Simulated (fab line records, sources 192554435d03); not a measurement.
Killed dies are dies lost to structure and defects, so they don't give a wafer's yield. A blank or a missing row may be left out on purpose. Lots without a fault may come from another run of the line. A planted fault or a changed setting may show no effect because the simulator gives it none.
One fault seen from 3 desks | flow n5_finfet | each desk has only its own numbers; what lay behind them comes last

THE DEFECT DESK
What the inspections along the route counted, lot by lot: means of the sampled wafers that have a number. A lot is out of limits, marked OUT, if its mean lies more than 4 standard deviations from the usual mean; the brackets give that distance.
Columns: A = raw_defect_count at N5_PMOS_HMC_CHANNEL_EPI_INSPECT_30, usual 19
lot  | first seen here | A
L422 | day 1 20:23     | 22
L424 | day 2 09:17     | 21
L426 | day 2 20:25     | 19
L431 | day 4 02:42     | 15
L432 | day 4 09:43     | 16
L435 | day 5 02:37     | 22
L436 | day 5 09:09     | 20
L439 | day 6 02:38     | 15
L440 | day 6 08:16     | 21
L445 | day 7 14:20     | 20
This desk's finding: nothing out of limits on any of the 10 lots.

THE METROLOGY DESK
What the gauges read, lot by lot, whatever tool the lot ran on: means of the sampled wafers that have a number. A lot is out of limits, marked OUT, if its mean lies more than 4 standard deviations from the usual mean; the brackets give that distance. Of its 12 readings 7 are shown: those that lie furthest out on some lot.
Columns: A = cd_nm at N5_ZERO_LAYER_CD_MEAS_11, usual 1999.9 nm; B = PWELL_OVL at N5_WELL_APT_OVL_MEAS_26, usual -4 nm; C = DIBL_N at N5_BEOL_M4_RC_MEAS_101, usual 36.2 mV/V; D = DIBL_P at N5_BEOL_M4_RC_MEAS_101, usual 36.6 mV/V; E = IOFF_N at N5_BEOL_M4_RC_MEAS_101, usual 0.16 nA/um; F = IOFF_P at N5_BEOL_M4_RC_MEAS_101, usual 0.21 nA/um; G = VT_P at N5_BEOL_M4_RC_MEAS_101, usual -252 mV
lot  | first seen here | A      | B  | C    | D    | E    | F    | G
L422 | day 1 12:46     | 1997.4 | -6 | 37.8 | 36.8 | 0.17 | 0.20 | -252
L424 | day 2 00:40     | 1999.8 | -7 | 38.4 | 38.6 | 0.20 | 0.27 | -245
L426 | day 2 12:47     | 1996.8 | 5  | 36.5 | 36.3 | 0.17 | 0.19 | -253
L431 | day 3 18:46     | 2000.6 | -4 | 34.7 | 35.0 | 0.14 | 0.17 | -252
L432 | day 4 00:39     | 2001.2 | -2 | 36.9 | 38.4 | 0.17 | 0.22 | -253
L435 | day 4 18:49     | 1997.2 | -4 | 35.6 | 36.0 | 0.15 | 0.19 | -253
L436 | day 5 00:41     | 1997.3 | -4 | 36.9 | 39.3 | 0.17 | 0.22 | -252
L439 | day 5 18:48     | 1999.4 | -2 | 35.8 | 36.1 | 0.15 | 0.18 | -253
L440 | day 6 00:46     | 2000.2 | -2 | 35.6 | 36.0 | 0.15 | 0.17 | -255
L445 | day 7 06:50     | 2001.3 | -1 | 36.6 | 35.8 | 0.15 | 0.21 | -250
This desk's finding: nothing out of limits on any of the 10 lots.

THE TOOL OWNER'S DESK: rie_diel-02
The tool's own readings at N5_PMOS_HMC_CHANNEL_EPI_ETCH_32 (etches BARC in N2/H2, stops on SiO2, target depth 85.8 nm, time 50.3 s): means of the sampled wafers that have a number, for each lot that ran on this tool. A lot is out of limits, marked OUT, if its mean lies more than 4 standard deviations from the usual mean; the brackets give that distance.
Columns: A = bias_w at N5_PMOS_HMC_CHANNEL_EPI_ETCH_32, usual 150.0 W; B = drypump_motor_current_A at N5_PMOS_HMC_CHANNEL_EPI_ETCH_32, usual 5.8 A; C = oes_product_au at N5_PMOS_HMC_CHANNEL_EPI_ETCH_32, usual 0.66 a.u.; D = rf_vpp_V at N5_PMOS_HMC_CHANNEL_EPI_ETCH_32, usual 525.1 V; E = showerhead_plenum_p_Torr at N5_PMOS_HMC_CHANNEL_EPI_ETCH_32, usual 2.58 Torr; F = throttle_valve_pct at N5_PMOS_HMC_CHANNEL_EPI_ETCH_32, usual 17.84 %
lot  | first seen here | A               | B   | C    | D               | E    | F
L422 | day 1 17:29     | 149.8           | 5.4 | 0.65 | 525.2           | 2.59 | 17.70
L424 | day 2 05:33     | 150.6           | 5.5 | 0.64 | 524.0           | 2.53 | 17.75
L431 | day 3 23:33     | 177.6 (+67) OUT | 5.7 | 0.64 | 581.3 (+24) OUT | 2.57 | 17.88
L432 | day 4 06:28     | 177.6 (+67) OUT | 5.7 | 0.62 | 580.4 (+24) OUT | 2.52 | 17.97
This desk's finding: out of limits on L431, L432; first on L431, day 3 23:33 (bias_w at N5_PMOS_HMC_CHANNEL_EPI_ETCH_32). In limits: L422, L424.

PUT TOGETHER
The tool owner's desk could have raised an alarm at day 3 23:33, on L431, L432.
The defect desk saw nothing out of limits.
The metrology desk saw nothing out of limits.
The defect desk has L431, L432 on record, within its limits.
The metrology desk has L431, L432 on record, within its limits.
Of the lots named, all ran N5_PMOS_HMC_CHANNEL_EPI_ETCH_32 on rie_diel-02.

WHAT THE SIMULATOR HAD PUT IN
Process parameter drift: rie_diel-02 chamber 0, from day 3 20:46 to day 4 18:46, at N5_PMOS_HMC_CHANNEL_EPI_ETCH_32. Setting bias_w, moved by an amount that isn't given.
Lots struck among those shown: L431, L432.
Hours from the fault's start to each desk's first reading out of limits: the tool owner's desk, 3.
